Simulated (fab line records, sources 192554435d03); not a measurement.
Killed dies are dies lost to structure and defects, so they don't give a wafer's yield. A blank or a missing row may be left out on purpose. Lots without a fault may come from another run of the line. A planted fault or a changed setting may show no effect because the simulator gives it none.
fab line records | flow n5_finfet
record lots=11 wafers=33 last_day=17
route steps=1938 shown BEOL_M10@1505 PASSIVATION@1936
lots that met no fault: from a run of the same line without faults
start_h: hours from the record's first day to the start of the lot's first wafer shown | wait_h: hours since the lot's step before | " the same as in the row above | L1.1+2: a row that stands for several wafers | - no value, or no start given | * or withheld: withheld | < > ~ a bound
route shown NAME@n: a module of which the file shows steps, and the number in the route of the first | usual: mean/standard deviation of fault-free wafers | same: alike in all rows | chamber/n: place in a boat | sites: the reading at each site | _std_site: their standard deviation | _edge_site: outer sites' mean less inner sites' | radius_mm: how far each site lies from the wafer's centre | mask NAME#n: copy n | behind: the tool/chamber that last shaped the wafer | hold: why the lot was held/for how many hours/how that ended | device: the transistor (n, p or np) that didn't switch | end of line: the same wafers' tests at the end of the route | a step without rows: its recipe alone | killed: dies lost to structure and defects at the first sort, not the wafer's yield | map: a wafer's dies, x killed, . not, _ none there
set.NAME: the setting as run; set.NAME@STEP: as run at that earlier step | model.NAME: the simulator's own value behind a step, which no gauge read
steps of the route over a sample of lots; a table a step, a row a wafer
services: from which hour (start_h, from the record's first day; less than 0 if before it) a tool's chamber was out of use, for how many hours, and why
## steps
# step N5_BEOL_M10_DESCUM_33
# recipe chemistry=O2 time_s=7.9 source_power_w=50 bias_power_w=20 pressure_mtorr=20 rf_frequency_hz=2.712e+07 temp_c=40 resist=CAR-ArF o2_flow_sccm=225
# usual bias_power_w=19.99/0.062 drypump_motor_current_A=5.6/0.41 oes_product_au=0.81/0.086 rf_vpp_V=243.6/1.5 showerhead_plenum_p_Torr=2.12/0.081 throttle_valve_pct=20.47/0.25
# same time_s=7.9
# columns lot.wafer tool chamber start_h wait_h bias_power_w drypump_motor_current_A oes_product_au rf_hours_counter_h rf_vpp_V showerhead_plenum_p_Torr throttle_valve_pct
L561.3 rie_diel-01 1 227.13 0.0 19.98 5.0 0.67 241 243.1 2.15 20.89
L561.4 " 2 " " 20.06 5.9 0.94 15 245.3 2.27 20.69
L561.6 " 0 " " 19.98 5.8 0.90 - 244.3 2.14 20.46
L563.1 rie_diel-03 3 236.54 0.0 20.07 5.4 0.78 106 245.2 2.20 20.43
L563.4 " 2 " " 19.98 6.0 0.86 58 245.2 2.22 20.23
L563.5 " 3 " " 19.99 5.4 0.79 - 245.5 2.20 20.42
L564.1 rie_diel-05 0 238.73 0.0 19.96 4.7 0.85 61 244.5 2.13 20.17
L564.3 " 3 " " 20.04 6.3 0.87 44 241.7 2.07 20.06
L564.5 " 0 " " 19.91 4.7 0.84 - 243.9 2.13 20.18
L565.2 rie_diel-01 2 256.99 0.0 19.99 5.9 0.92 26 243.5 2.27 20.72
L565.3 " 0 " " 20.00 5.8 0.88 37 244.7 2.14 20.49
L565.6 " 3 " " 20.09 5.6 0.74 - 243.1 2.11 20.31
L566.3 rie_diel-03 0 263.20 0.0 19.93 5.5 0.71 212 240.4 1.97 20.89
L566.5 " 2 " " 20.00 6.0 0.84 - 246.1 2.22 20.23
L566.6 " 0 " " 19.94 5.5 0.71 - 240.7 1.97 20.89
L567.1 rie_diel-03 1 272.18 0.0 20.06 5.0 0.89 28 245.3 2.20 20.18
L567.3 " 3 " " 19.97 5.4 0.77 118 244.6 2.19 20.43
L567.6 " 2 " " 20.06 6.0 0.84 - 244.9 2.22 20.21
L569.1 rie_diel-03 0 276.29 0.0 19.90 5.5 0.71 217 240.8 1.97 20.89
L569.2 " 1 " " 20.09 5.0 0.88 30 243.6 2.20 20.17
L569.3 " 2 " " 20.04 6.0 0.84 73 245.0 2.21 20.24
L578.1 rie_diel-03 2 342.75 0.0 20.00 6.0 0.81 100 244.6 2.20 20.28
L578.2 " 1 " " 20.02 5.0 0.85 55 245.0 2.19 20.24
L578.5 " 0 " " 20.00 5.5 0.69 - 241.9 1.96 20.92
L577.2 rie_diel-01 2 343.00 0.1 19.98 5.9 0.87 60 243.7 2.25 20.77
L577.5 " 3 " " 20.15 5.5 0.71 - 243.6 2.10 20.34
L577.6 " 0 " " 19.94 5.8 0.83 - 245.1 2.13 20.55
L579.3 rie_diel-03 1 349.47 0.1 20.06 5.0 0.84 59 244.3 2.19 20.22
L579.4 " 0 " " 20.00 5.5 0.68 249 242.5 1.96 20.93
L579.6 " 2 " " 20.14 6.0 0.81 - 244.9 2.20 20.28
L580.3 rie_diel-05 2 365.33 0.0 20.04 5.7 0.96 17 243.2 2.05 20.48
L580.4 " 1 " " 20.04 5.6 0.73 170 241.1 2.03 20.77
L580.5 " 0 " " 20.01 4.7 0.80 - 245.1 2.12 20.23
# step N5_BEOL_M10_DEGAS_44
# recipe ambient=vacuum temp_c=250 time_s=60
# usual heater_power_w=325/33
# same time_s=60
# columns lot.wafer tool chamber start_h wait_h heater_power_w
L561.3 pvd_sputter-01 - 228.23 0.3 351
L561.4 " - " " 302
L561.6 " - " " 291
L563.1 pvd_sputter-02 - 239.18 1.9 279
L563.4 " - " " 329
L563.5 " - " " 341
L564.1 pvd_sputter-01 - 239.89 0.4 346
L564.3 " - " " 335
L564.5 " - " " 296
L565.2 pvd_sputter-01 - 258.43 0.5 371
L565.3 " - " " 292
L565.6 " - " " 364
L566.3 pvd_sputter-03 - 264.43 0.2 322
L566.5 " - " " 288
L566.6 " - " " 282
L567.1 pvd_sputter-03 - 273.46 0.3 322
L567.3 " - " " 288
L567.6 " - " " 279
L569.1 pvd_sputter-01 - 277.45 0.3 345
L569.2 " - " " 331
L569.3 " - " " 299
L578.1 pvd_sputter-03 - 344.02 0.5 319
L578.2 " - " " 277
L578.5 " - " " 379
L577.2 pvd_sputter-03 - 344.10 0.3 293
L577.5 " - " " 375
L577.6 " - " " 278
L579.3 pvd_sputter-02 - 351.47 1.2 274
L579.4 " - " " 346
L579.6 " - " " 340
L580.3 pvd_sputter-02 - 366.69 0.5 333
L580.4 " - " " 354
L580.5 " - " " 322
# step N5_BEOL_M10_CVD_75
# recipe material=Co target_thk_a=20 temp_c=withheld precursor=CCTBA/H2 pressure_torr=30 time_s=138.9
# usual run_length_s=161.9/0.65
# columns lot.wafer tool chamber start_h wait_h run_length_s
L561.3 cvd_co-02 0 228.75 0.0 162.8
L561.4 " 0 " " 162.7
L561.6 " 1 " " 161.0
L563.1 cvd_co-02 1 239.66 0.0 160.7
L563.4 " 0 " " 162.6
L563.5 " 2 " " 161.5
L564.1 cvd_co-02 2 240.70 0.2 161.6
L564.3 " 1 " " 161.4
L564.5 " 2 " " 161.8
L565.2 cvd_co-02 0 259.19 0.3 281.5
L565.3 " 1 " " 280.1
L565.6 " 0 " " 162.6
L566.3 cvd_co-02 1 265.17 0.3 279.5
L566.5 " 2 " " 161.5
L566.6 " 0 " " 163.5
L567.1 cvd_co-01 0 274.03 0.1 162.4
L567.3 " 1 " " 162.4
L567.6 " 0 " " 161.7
L569.1 cvd_co-01 2 278.31 0.0 161.8
L569.2 " 0 " " 162.1
L569.3 " 1 " " 162.8
L578.1 cvd_co-02 0 344.52 0.1 162.4
L578.2 " 2 " " 161.8
L578.5 " 0 " " 162.8
L577.2 cvd_co-01 2 344.76 0.0 162.4
L577.5 " 2 " " 161.9
L577.6 " 0 " " 162.1
L579.3 cvd_co-02 1 351.96 0.0 161.0
L579.4 " 1 " " 160.9
L579.6 " 0 " " 162.6
L580.3 cvd_co-01 1 367.53 0.3 162.3
L580.4 " 1 " " 162.3
L580.5 " 0 " " 162.4
# step N5_BEOL_M10_CMP_52
# recipe stop_on=SiCOH_lowk t_overpolish_s=7 down_force_psi=1 platen_rpm=50 clearing_platen_down_force_psi=1.5 clearing_platen_rpm=50 post_cmp_clean=cu_alkaline target_thk_nm=140 clearing_platen_pad_velocity_m_s=0.99484 pad_velocity_m_s=0.99484
# usual barrier_field_endpoint_s=29.3/0.95 motor_current_A=6.0/0.57 overpolish_run_s=7.000/0.0097 time_to_endpoint_s=68/4.2
# columns lot.wafer tool chamber start_h wait_h barrier_field_endpoint_s motor_current_A overpolish_run_s time_to_endpoint_s
L561.4 cmp-01 0 229.60 0.2 27.7 5.9 6.989 57
L561.3 " 2 " " 27.5 5.4 6.997 56
L561.6 " 0 " " 28.0 6.2 7.003 57
L563.1 cmp-04 2 240.40 0.3 30.2 6.2 7.016 72
L563.4 " 3 " " 30.8 5.8 6.994 72
L563.5 " 3 " " 31.4 5.7 7.002 74
L564.1 cmp-02 3 241.99 0.3 28.2 5.3 7.008 65
L564.3 " 2 " " 27.7 6.7 7.008 64
L564.5 " 3 " " 28.7 5.5 6.988 65
L565.3 cmp-02 0 260.59 0.2 30.4 5.4 7.009 72
L565.2 " 3 " " 28.4 5.8 7.003 63
L565.6 " 1 " " 28.4 6.5 6.991 62
L566.3 cmp-04 2 266.02 0.2 29.7 6.7 6.994 72
L566.5 " 2 " " 29.1 6.8 6.977 75
L566.6 " 3 " " 29.0 5.6 6.985 70
L567.3 cmp-04 3 275.11 0.2 28.6 6.0 6.974 70
L567.1 " 2 " " 28.7 6.6 7.004 75
L567.6 " 0 " " 27.6 5.4 7.001 65
L569.3 cmp-01 2 279.26 0.2 28.9 5.1 6.992 68
L569.2 " 3 " " 29.7 6.1 6.994 72
L569.1 " 0 " " 28.6 6.1 6.997 70
L578.1 cmp-01 3 345.23 0.3 29.5 6.1 7.010 69
L578.2 " 2 " " 28.6 5.4 7.006 65
L578.5 " 3 " " 29.5 6.6 6.994 68
L577.2 cmp-01 2 345.58 0.2 28.5 5.5 6.995 61
L577.6 " 1 " " 29.2 5.2 7.013 70
L577.5 " 2 " " 29.1 5.4 7.003 63
L579.3 cmp-04 2 352.63 0.2 30.0 6.8 6.995 73
L579.4 " 1 " " 30.6 7.1 7.008 72
L579.6 " 2 " " 30.4 6.5 7.002 75
L580.4 cmp-04 2 369.09 0.2 31.0 6.0 6.988 72
L580.3 " 0 " " 28.8 5.4 6.999 66
L580.5 " 2 " " 30.5 6.4 6.991 71
# step N5_PASSIVATION_PROBE_49
# usual defect_limited_yield=91.0/1.4 killed_at_M0_to_M3=35/10 killed_at_M4_up=14/5.5 killed_at_contacts=13/5.6 killed_at_front_end=41/11 killed_at_other=4/3.4 killed_dies=106/16 killed_open=68/12 killed_short=35/7.3 sort_bin_4_leakage=0.3/2.1 sort_bin_5_function=5.3/0.89 sort_bin_6_memory=3.4/0.67 sort_n_pass=1070/28 sort_yield_pct=90.7/2.4
# same gross_dies=1180 killed_at_back_side=0 sort_bin_8_speed[%]=0
# columns lot.wafer tool chamber start_h wait_h defect_limited_yield[%] killed_at_M0_to_M3 killed_at_M4_up killed_at_contacts killed_at_front_end killed_at_other killed_dies killed_open killed_short sort_bin_4_leakage[%] sort_bin_5_function[%] sort_bin_6_memory[%] sort_n_pass sort_yield_pct[%]
L561.3 prober-01 - 278.83 0.1 90.7 38 11 11 38 12 110 71 34 0 5.3 3.3 1070 90.7
L561.4 prober-01 - 278.88 0.2 92.5 26 15 12 35 1 89 65 22 0 4.7 2.5 1091 92.5
L561.6 prober-01 - 278.98 0.3 90.3 48 19 5 39 3 114 70 31 0 5.3 3.3 1066 90.3
L563.1 prober-01 - 301.42 0.0 90.1 53 15 3 41 5 117 73 39 0 6.1 3.5 1063 90.1
L563.4 prober-01 - 301.57 0.2 89.5 38 9 11 64 2 124 81 41 0 6.3 3.8 1056 89.5
L563.5 prober-01 - 301.62 0.2 91.5 44 6 16 34 0 100 70 25 0 5.4 2.6 1080 91.5
L564.1 prober-02 - 304.63 0.0 91.4 34 18 24 25 1 102 65 34 0 5.2 3.3 1078 91.4
L564.3 prober-02 - 304.73 0.1 91.0 38 11 14 35 8 106 68 37 0.3 5.0 3.4 1071 90.8
L564.5 prober-02 - 304.83 0.2 90.8 40 16 9 43 0 108 78 28 0 6.2 3.0 1072 90.8
L565.2 prober-02 - 307.37 0.1 89.9 17 21 11 66 4 119 66 45 0 5.9 3.1 1061 89.9
L565.3 prober-02 - 307.42 0.1 92.1 16 12 9 55 1 93 68 22 0 5.0 2.8 1087 92.1
L565.6 prober-02 - 307.57 0.3 89.3 26 13 17 63 7 126 66 48 0 5.3 4.4 1054 89.3
L566.3 prober-01 - 319.14 0.1 89.5 41 22 10 50 1 124 82 38 0 6.1 3.9 1056 89.5
L566.5 prober-01 - 319.24 0.2 88.4 43 11 5 68 10 137 83 51 0 6.9 4.2 1043 88.4
L566.6 prober-01 - 319.29 0.3 88.3 40 24 13 60 1 138 93 42 1.0 6.3 4.6 1030 87.3
L567.1 prober-01 - 319.95 0.0 91.9 54 6 5 24 6 95 57 29 0 4.7 2.9 1085 91.9
L567.3 prober-01 - 320.05 0.1 90.6 52 12 14 22 11 111 77 31 0 4.4 4.7 1069 90.6
L567.6 prober-01 - 320.20 0.3 90.4 40 21 12 28 12 113 72 34 0 6.1 3.1 1067 90.4
L569.1 prober-01 - 320.67 0.0 89.3 42 21 6 56 1 126 94 30 0 7.0 3.5 1054 89.3
L569.2 prober-01 - 320.72 0.1 91.2 39 23 11 30 1 104 76 24 0 5.6 3.1 1076 91.2
L569.3 prober-01 - 320.77 0.1 89.3 26 20 14 64 2 126 83 38 0 5.8 4.5 1054 89.3
L577.2 prober-02 - 397.65 0.1 92.0 37 12 7 31 7 94 68 25 0.1 4.7 3.2 1085 91.9
L577.5 prober-02 - 397.80 0.2 91.4 36 10 11 37 8 102 63 36 0 4.9 3.6 1078 91.4
L577.6 prober-02 - 397.85 0.3 92.5 38 9 10 28 4 89 53 35 0 3.5 3.9 1091 92.5
L578.1 prober-01 - 398.03 0.0 90.8 22 13 6 60 7 108 54 52 0 5.8 2.8 1072 90.8
L578.2 prober-01 - 398.08 0.1 91.8 28 18 8 39 4 97 65 32 0 4.7 3.1 1083 91.8
L578.5 prober-01 - 398.23 0.2 92.2 24 9 9 44 6 92 52 35 0 4.3 3.0 1088 92.2
L579.3 prober-02 - 403.12 0.1 89.8 43 13 7 50 7 120 83 35 0 6.4 3.2 1060 89.8
L579.4 prober-02 - 403.17 0.2 90.7 42 10 9 44 5 110 67 42 0 5.3 3.7 1070 90.7
L579.6 prober-02 - 403.27 0.3 91.8 27 9 13 44 4 97 59 36 0 5.8 1.9 1083 91.8
L580.3 prober-02 - 411.54 0.1 90.4 27 7 14 63 2 113 63 40 0 5.3 3.3 1067 90.4
L580.4 prober-02 - 411.59 0.2 91.4 35 13 21 32 1 102 61 40 0 4.7 3.5 1078 91.4
L580.5 prober-02 - 411.64 0.2 89.4 38 20 22 39 6 125 80 43 0 6.0 4.0 1055 89.4
# killed by level:class
L561.3 BEOL_M2:geometric_particle:open=15 MOL_CONTACT_COAG:geometric_particle:open=10 FIN_SAQP:geometric_particle:open=9 BEOL_M3:geometric_particle:open=9 FIN_SAQP:geometric_particle:short=7 MIM_TOP_ETCH:geometric_particle:short=7 GATE_CUT:geometric_particle:short=5 STI_FIN_REVEAL:geometric_particle:open=4
L561.4 MOL_CONTACT_COAG:geometric_particle:open=11 BEOL_M2:geometric_particle:open=9 DUMMY_GATE:geometric_particle:open=6 GATE_CUT:geometric_particle:open=6 GATE_CUT:geometric_particle:short=6 FIN_SAQP:geometric_particle:short=5 STI_FIN_REVEAL:geometric_particle:open=4 BEOL_M0_SAQP:geometric_particle:open=4
L561.6 BEOL_M2:geometric_particle:open=12 BEOL_M1:geometric_particle:open=9 HKMG_FIN:area_etch=8 FIN_SAQP:geometric_particle:short=7 GATE_CUT:geometric_particle:open=7 BEOL_M3:geometric_particle:open=7 BEOL_M5:geometric_particle:open=7 FIN_SAQP:geometric_particle:open=6
L563.1 STI_FIN_REVEAL:geometric_particle:open=13 BEOL_M0_SAQP:geometric_particle:open=11 BEOL_M1:geometric_particle:open=11 DUMMY_GATE:geometric_particle:short=8 BEOL_M0_SAQP:geometric_particle:short=8 BEOL_M1:geometric_particle:short=6 BEOL_M4:geometric_particle:open=5 DUMMY_GATE:geometric_particle:open=5
L563.4 DUMMY_GATE:geometric_particle:open=15 STI_FIN_REVEAL:geometric_particle:open=13 MOL_CONTACT_COAG:geometric_particle:open=9 BEOL_M0_SAQP:geometric_particle:short=9 BEOL_M0_SAQP:geometric_particle:open=8 BEOL_M2:geometric_particle:open=7 FIN_SAQP:geometric_particle:short=6 GATE_CUT:geometric_particle:open=5
L563.5 MOL_CONTACT_COAG:geometric_particle:open=12 BEOL_M1:geometric_particle:open=10 BEOL_M0_SAQP:geometric_particle:open=10 BEOL_M3:geometric_particle:open=8 STI_FIN_REVEAL:geometric_particle:open=7 FIN_SAQP:geometric_particle:short=6 BEOL_M0_SAQP:geometric_particle:short=6 BEOL_M2:geometric_particle:open=5
L564.1 MOL_CONTACT_COAG:geometric_particle:open=19 BEOL_M0_SAQP:geometric_particle:open=7 BEOL_M0_SAQP:geometric_particle:short=7 STI_FIN_REVEAL:geometric_particle:open=6 BEOL_M2:geometric_particle:open=6 BEOL_M4:geometric_particle:open=6 FIN_SAQP:geometric_particle:short=5 FIN_SAQP:geometric_particle:open=4
L564.3 MOL_CONTACT_COAG:geometric_particle:open=11 BEOL_M2:geometric_particle:open=11 FIN_SAQP:geometric_particle:short=9 BEOL_M0_SAQP:geometric_particle:open=8 STI_FIN_REVEAL:geometric_particle:open=7 BEOL_M1:geometric_particle:open=7 BEOL_M2:geometric_particle:short=6 GATE_CUT:geometric_particle:short=5
L564.5 BEOL_M1:geometric_particle:open=14 BEOL_M4:geometric_particle:open=10 MOL_CONTACT_COAG:geometric_particle:open=8 STARTING-WAFER:geometric_particle:open=8 BEOL_M2:geometric_particle:open=8 FIN_SAQP:geometric_particle:open=7 FIN_SAQP:geometric_particle:short=6 STI_FIN_REVEAL:geometric_particle:open=6
L565.2 FIN_SAQP:geometric_particle:short=23 FIN_SAQP:geometric_particle:open=16 BEOL_M4:geometric_particle:open=13 MOL_CONTACT_COAG:geometric_particle:open=8 GATE_CUT:geometric_particle:open=6 HKMG_FIN:area_etch=6 STI_FIN_REVEAL:geometric_particle:open=5 BEOL_M2:geometric_particle:open=5
L565.3 FIN_SAQP:geometric_particle:open=24 FIN_SAQP:geometric_particle:short=10 MOL_CONTACT_COAG:geometric_particle:open=8 BEOL_M0_SAQP:geometric_particle:open=5 STARTING-WAFER:geometric_particle:open=5 DUMMY_GATE:geometric_particle:open=4 BEOL_M2:geometric_particle:open=4 STI_FIN_REVEAL:geometric_particle:open=3
L565.6 FIN_SAQP:geometric_particle:short=12 MOL_CONTACT_COAG:geometric_particle:open=12 FIN_SAQP:geometric_particle:open=8 BEOL_M2:geometric_particle:open=8 HKMG_FIN:area_etch=7 STI_FIN_REVEAL:geometric_particle:open=5 GATE_CUT:geometric_particle:short=5 MOL_CONTACT_COAG:geometric_particle:short=5
L566.3 FIN_SAQP:geometric_particle:open=17 BEOL_M0_SAQP:geometric_particle:open=13 BEOL_M4:geometric_particle:open=11 FIN_SAQP:geometric_particle:short=9 BEOL_M0_SAQP:geometric_particle:short=9 BEOL_M2:geometric_particle:open=9 MOL_CONTACT_COAG:geometric_particle:open=8 GATE_CUT:geometric_particle:short=4
L566.5 FIN_SAQP:geometric_particle:short=18 STI_FIN_REVEAL:geometric_particle:open=17 FIN_SAQP:geometric_particle:open=16 BEOL_M0_SAQP:geometric_particle:open=13 BEOL_M0_SAQP:geometric_particle:short=12 BEOL_M2:geometric_particle:open=9 BEOL_M4:geometric_particle:open=6 GATE_CUT:geometric_particle:short=5
L566.6 BEOL_M0_SAQP:geometric_particle:open=23 BEOL_M4:geometric_particle:open=15 FIN_SAQP:geometric_particle:open=13 FIN_SAQP:geometric_particle:short=12 MOL_CONTACT_COAG:geometric_particle:open=12 STI_FIN_REVEAL:geometric_particle:open=11 BEOL_M0_SAQP:geometric_particle:short=10 GATE_CUT:geometric_particle:open=7
L567.1 BEOL_M0_SAQP:geometric_particle:short=13 BEOL_M3:geometric_particle:open=8 DUMMY_GATE:geometric_particle:open=7 BEOL_M0_SAQP:geometric_particle:open=7 BEOL_M1:geometric_particle:open=6 BEOL_M2:geometric_particle:open=5 BEOL_M2:area_expose=4 FIN_SAQP:geometric_particle:open=3
L567.3 BEOL_M0_SAQP:geometric_particle:open=15 MOL_CONTACT_COAG:geometric_particle:open=13 BEOL_M0_SAQP:geometric_particle:short=11 BEOL_M2:geometric_particle:open=10 BEOL_M3:geometric_particle:open=7 DUMMY_GATE:geometric_particle:open=5 PAD_METAL:geometric_particle:open=5 STARTING-WAFER:geometric_particle:short=5
L567.6 MOL_CONTACT_COAG:geometric_particle:open=9 BEOL_M2:geometric_particle:open=9 BEOL_M0_SAQP:geometric_particle:open=8 STI_FIN_REVEAL:geometric_particle:open=7 BEOL_M1:geometric_particle:open=7 BEOL_M0_SAQP:geometric_particle:short=6 BEOL_M4:geometric_particle:open=5 PASS1_CAP:geometric_particle:open=4
L569.1 FIN_SAQP:geometric_particle:open=19 BEOL_M4:geometric_particle:open=11 BEOL_M1:geometric_particle:open=10 STI_FIN_REVEAL:geometric_particle:open=9 BEOL_M0_SAQP:geometric_particle:open=8 GATE_CUT:geometric_particle:short=7 BEOL_M0_SAQP:geometric_particle:short=7 FIN_SAQP:geometric_particle:short=6
L569.2 BEOL_M4:geometric_particle:open=13 MOL_CONTACT_COAG:geometric_particle:open=9 BEOL_M1:geometric_particle:open=8 FIN_SAQP:geometric_particle:open=7 BEOL_M3:geometric_particle:open=7 BEOL_M0_SAQP:geometric_particle:short=6 FIN_SAQP:geometric_particle:short=5 GATE_CUT:geometric_particle:open=5
L569.3 FIN_SAQP:geometric_particle:open=18 STI_FIN_REVEAL:geometric_particle:open=12 MOL_CONTACT_COAG:geometric_particle:open=9 BEOL_M4:geometric_particle:open=9 FIN_SAQP:geometric_particle:short=8 DUMMY_GATE:geometric_particle:open=7 BEOL_M1:geometric_particle:open=6 MOL_CONTACT_COAG:geometric_particle:short=5
L577.2 BEOL_M1:geometric_particle:open=11 BEOL_M2:geometric_particle:open=9 BEOL_M0_SAQP:geometric_particle:open=7 STI_FIN_REVEAL:geometric_particle:open=6 MOL_CONTACT_COAG:geometric_particle:open=6 DUMMY_GATE:geometric_particle:open=6 BEOL_M3:geometric_particle:open=4 STARTING-WAFER:geometric_particle:open=4
L577.5 BEOL_M1:geometric_particle:open=10 BEOL_M3:geometric_particle:open=8 MOL_CONTACT_COAG:geometric_particle:open=8 STI_FIN_REVEAL:geometric_particle:open=7 FIN_SAQP:geometric_particle:short=5 STI_FIN_REVEAL:geometric_particle:short=4 SPACER0:geometric_particle:open=4 BEOL_M0_SAQP:geometric_particle:short=4
L577.6 BEOL_M0_SAQP:geometric_particle:short=12 BEOL_M2:geometric_particle:open=8 MOL_CONTACT_COAG:geometric_particle:open=7 BEOL_M1:geometric_particle:open=7 BEOL_M0_SAQP:geometric_particle:open=6 DUMMY_GATE:geometric_particle:open=5 FIN_SAQP:geometric_particle:open=4 GATE_CUT:geometric_particle:short=4
L578.1 FIN_SAQP:geometric_particle:short=26 FIN_SAQP:geometric_particle:open=13 BEOL_M0_SAQP:geometric_particle:short=6 MOL_CONTACT_COAG:geometric_particle:open=5 BEOL_M3:geometric_particle:open=4 DUMMY_GATE:geometric_particle:open=4 BEOL_M4:geometric_particle:short=4 BEOL_M0_SAQP:geometric_particle:open=4
L578.2 BEOL_M0_SAQP:geometric_particle:open=11 FIN_SAQP:geometric_particle:open=9 BEOL_M4:geometric_particle:short=9 STI_FIN_REVEAL:geometric_particle:open=8 GATE_CUT:geometric_particle:open=8 MOL_CONTACT_COAG:geometric_particle:open=7 BEOL_M0_SAQP:geometric_particle:short=7 BEOL_M3:geometric_particle:open=5
L578.5 GATE_CUT:geometric_particle:short=12 MOL_CONTACT_COAG:geometric_particle:open=9 BEOL_M0_SAQP:geometric_particle:open=7 DUMMY_GATE:geometric_particle:open=7 FIN_SAQP:geometric_particle:open=5 FIN_SAQP:geometric_particle:short=5 BEOL_M0_SAQP:geometric_particle:short=5 BEOL_M2:geometric_particle:open=5
L579.3 FIN_SAQP:geometric_particle:open=18 BEOL_M0_SAQP:geometric_particle:open=12 FIN_SAQP:geometric_particle:short=10 BEOL_M0:geometric_particle:open=8 BEOL_M0_SAQP:geometric_particle:short=7 BEOL_M2:geometric_particle:open=7 STI_FIN_REVEAL:geometric_particle:open=6 MOL_CONTACT_COAG:geometric_particle:open=6
L579.4 FIN_SAQP:geometric_particle:short=14 BEOL_M0_SAQP:geometric_particle:open=11 BEOL_M2:geometric_particle:open=11 STI_FIN_REVEAL:geometric_particle:open=10 BEOL_M0_SAQP:geometric_particle:short=10 MOL_CONTACT_COAG:geometric_particle:open=8 BEOL_M4:geometric_particle:open=5 STARTING-WAFER:geometric_particle:open=4
L579.6 FIN_SAQP:geometric_particle:open=11 BEOL_M0_SAQP:geometric_particle:short=10 MOL_CONTACT_COAG:geometric_particle:open=8 STARTING-WAFER:geometric_particle:short=6 FIN_SAQP:geometric_particle:short=5 MOL_CONTACT_COAG:geometric_particle:short=5 BEOL_M0_SAQP:geometric_particle:open=5 BEOL_M2:geometric_particle:open=5
L580.3 FIN_SAQP:geometric_particle:short=18 MOL_CONTACT_COAG:geometric_particle:open=12 BEOL_M3:geometric_particle:open=8 FIN_SAQP:geometric_particle:open=7 STI_FIN_REVEAL:geometric_particle:open=7 HKMG_FIN:area_etch=7 DUMMY_GATE:geometric_particle:open=6 BEOL_M0_SAQP:geometric_particle:open=6
L580.4 MOL_CONTACT_COAG:geometric_particle:open=17 FIN_SAQP:geometric_particle:short=14 BEOL_M1:geometric_particle:open=9 BEOL_M3:geometric_particle:open=9 FIN_SAQP:geometric_particle:open=7 BEOL_M0_SAQP:geometric_particle:short=6 BEOL_M4:geometric_particle:short=5 BEOL_M4:geometric_particle:open=5
L580.5 MOL_CONTACT_COAG:geometric_particle:open=15 BEOL_M4:geometric_particle:open=14 FIN_SAQP:geometric_particle:short=12 BEOL_M1:geometric_particle:open=10 BEOL_M3:geometric_particle:open=8 STI_FIN_REVEAL:geometric_particle:open=7 MOL_CONTACT_COAG:geometric_particle:short=7 BEOL_M2:geometric_particle:open=5
## services
# columns tool chamber start_h hours kind
cmp-01 - 203.69 1.4 repair
cmp-04 - 214.51 0.7 repair
cmp-02 - 225.93 1.8 repair
cmp-02 - 229.14 4.0 pm
rie_diel-01 3 233.35 4.4 repair
rie_diel-05 2 248.24 5.7 repair
rie_diel-03 1 260.43 9.6 repair
rie_diel-03 3 273.20 6.0 repair
cmp-04 - 280.88 4.0 pm
cmp-01 - 291.28 3.5 repair
cvd_co-02 - 302.30 0.5 repair
cvd_co-01 - 305.44 6.9 pm
cmp-04 - 307.64 0.8 repair
rie_diel-03 1 316.51 4.1 repair
pvd_sputter-03 - 316.53 4.6 repair
cmp-04 - 317.39 1.4 repair
rie_diel-03 2 343.20 4.2 repair
cmp-04 - 343.84 3.1 repair
cvd_co-02 - 345.77 3.8 pm
cmp-01 - 346.94 1.4 repair
cvd_co-01 - 352.66 2.8 pm
cmp-04 - 360.63 0.3 repair
pvd_sputter-02 - 361.06 3.8 repair
cmp-01 - 362.80 4.0 pm
## key
first_sign step=N5_BEOL_M10_CVD_75 reading=run_length_s direction=up sigmas=99+ usual=* struck=*
effect none on later readings
met_at N5_BEOL_M10_CVD_75
struck_lots L565,L566
struck_wafers L565.2,L565.3,L566.3
not_acting_at N5_BEOL_M10_DESCUM_33,N5_BEOL_M10_DEGAS_44,N5_BEOL_M10_CMP_52
onset_between 240.70 259.19
fault kind=process_parameter_drift tool=cvd_co-02 chamber=- onset_h=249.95 steps=N5_BEOL_M10_CVD_75 channel=time_s offset=* shape=step end_h=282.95 scope=struck_wafers_only acts_in=* stated=*
